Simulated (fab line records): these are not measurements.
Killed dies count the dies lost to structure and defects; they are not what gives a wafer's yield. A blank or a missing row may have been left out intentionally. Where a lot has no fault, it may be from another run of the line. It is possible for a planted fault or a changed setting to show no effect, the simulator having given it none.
Matching of chambers / flow n5 finfet / pecvd-01 running N5_BEOL_M12_DEP_53: 3 sister chambers
The step deposits SiCN from 3MS/NH3, target thk 30 nm, time 10.5 s. 3 wafers are shown with their chamber, then 10 later ones without.

== EACH WAFER AND ITS CHAMBER ==
wafer=L087.5; chamber=2; throttle valve pct (%)=17.1
wafer=L092.3; chamber=1; throttle valve pct (%)=18.4
wafer=L092.4; chamber=0; throttle valve pct (%)=19.1

== WAFERS WITHOUT THEIR CHAMBER ==
wafer=L092.5; throttle valve pct (%)=17.2
wafer=L091.2; throttle valve pct (%)=18.1
wafer=L091.4; throttle valve pct (%)=18.7
wafer=L091.6; throttle valve pct (%)=18.6
wafer=L093.1; throttle valve pct (%)=18.6
wafer=L093.2; throttle valve pct (%)=18.9
wafer=L093.6; throttle valve pct (%)=18.9
wafer=L095.2; throttle valve pct (%)=19.0
wafer=L095.3; throttle valve pct (%)=18.5
wafer=L095.6; throttle valve pct (%)=18.6

== THE CHAMBER EACH PASSED THROUGH ==
wafer=L092.5; from the rows above=2; in truth=2
wafer=L091.2; from the rows above=1; in truth=1
wafer=L091.4; from the rows above=can't be placed: 1 or 0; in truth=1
wafer=L091.6; from the rows above=can't be placed: 1 or 0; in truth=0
wafer=L093.1; from the rows above=can't be placed: 1 or 0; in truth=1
wafer=L093.2; from the rows above=can't be placed: 0 or 1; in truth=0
wafer=L093.6; from the rows above=can't be placed: 0 or 1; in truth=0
wafer=L095.2; from the rows above=0; in truth=0
wafer=L095.3; from the rows above=1; in truth=1
wafer=L095.6; from the rows above=can't be placed: 1 or 0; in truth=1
Correct placement for 4 of the 10. Not placeable from these rows: 6 (in 6, the candidates include the true chamber). 0 placed wrongly.
How it was worked out, from the rows above alone: a wafer's distance from a chamber is the root of the sum, over the readings, of the square of ((its reading less the chamber's mean) divided by the reading's scatter). If the next closest chamber is less than 2 further off than the closest, the wafer can't be placed; otherwise it belongs to the closest. For every chamber, the mean is computed from those of its wafers that are shown. The scatter: root of mean squared gap, hidden wafer to nearest shown wafer, with one shown wafer a chamber.
